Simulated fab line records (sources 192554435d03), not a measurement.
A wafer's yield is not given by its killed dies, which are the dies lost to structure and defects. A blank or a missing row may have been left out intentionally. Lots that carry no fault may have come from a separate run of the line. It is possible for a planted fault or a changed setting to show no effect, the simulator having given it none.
Which tool is to blame?	flow n5-finfet	at 1 step of a route of 1938, 10 lots with 30 wafers sampled

WHAT EACH GAUGE READ, for each wafer
N5_BEOL_M11_OVL_MEAS_12.
lot	measured	on	M11_OVL (nm)
L880	day 10 15:26	overlay-02	0.6 1.7 1.1
L879	day 10 22:07	overlay-01	1.2 1.2 0.8
L881	day 11 13:47	overlay-01	1.3 0.2 1.3
L882	day 12 01:26	overlay-01	0.3 0.2 -0.7
L887	day 13 00:18	overlay-02	-0.6 -0.1 0.3
L888	day 13 09:32	overlay-01	0.7 0.8 -2.1
L886	day 13 19:04	overlay-01	-1.0 0.0 0.2
L898	day 15 11:50	overlay-02	-0.3 0.8 -0.5
L896	day 15 14:23	overlay-02	0.9 0.0 1.8
L901	day 17 06:19	overlay-02	0.3 0.9 1.4

TOOL THAT RAN EACH LOT (tool first, then ch and the chambers of the sampled wafers, then the start)
The record holds no process step before these readings.

THE ANSWER, worked out from the rows above alone
Rule: the lots themselves supply what counts as usual. The widest of any qualifying gaps counts: lots, ordered by their means at a reading, are off when they make up no more than a third of the lots, leave a main group of 4 or more, and stand apart from it by 3 or more times the standard deviation of that group's means. The tables above print the reading to a certain number of digits; a main group whose means all agree to those digits is not used. Also off: a lot with no number at a reading for which 4 or more lots have one. All remaining lots with rows at the step are treated as sound.
No lot is off at any reading shown: from this, nothing can be told.

WHAT THE SIMULATOR PUT IN
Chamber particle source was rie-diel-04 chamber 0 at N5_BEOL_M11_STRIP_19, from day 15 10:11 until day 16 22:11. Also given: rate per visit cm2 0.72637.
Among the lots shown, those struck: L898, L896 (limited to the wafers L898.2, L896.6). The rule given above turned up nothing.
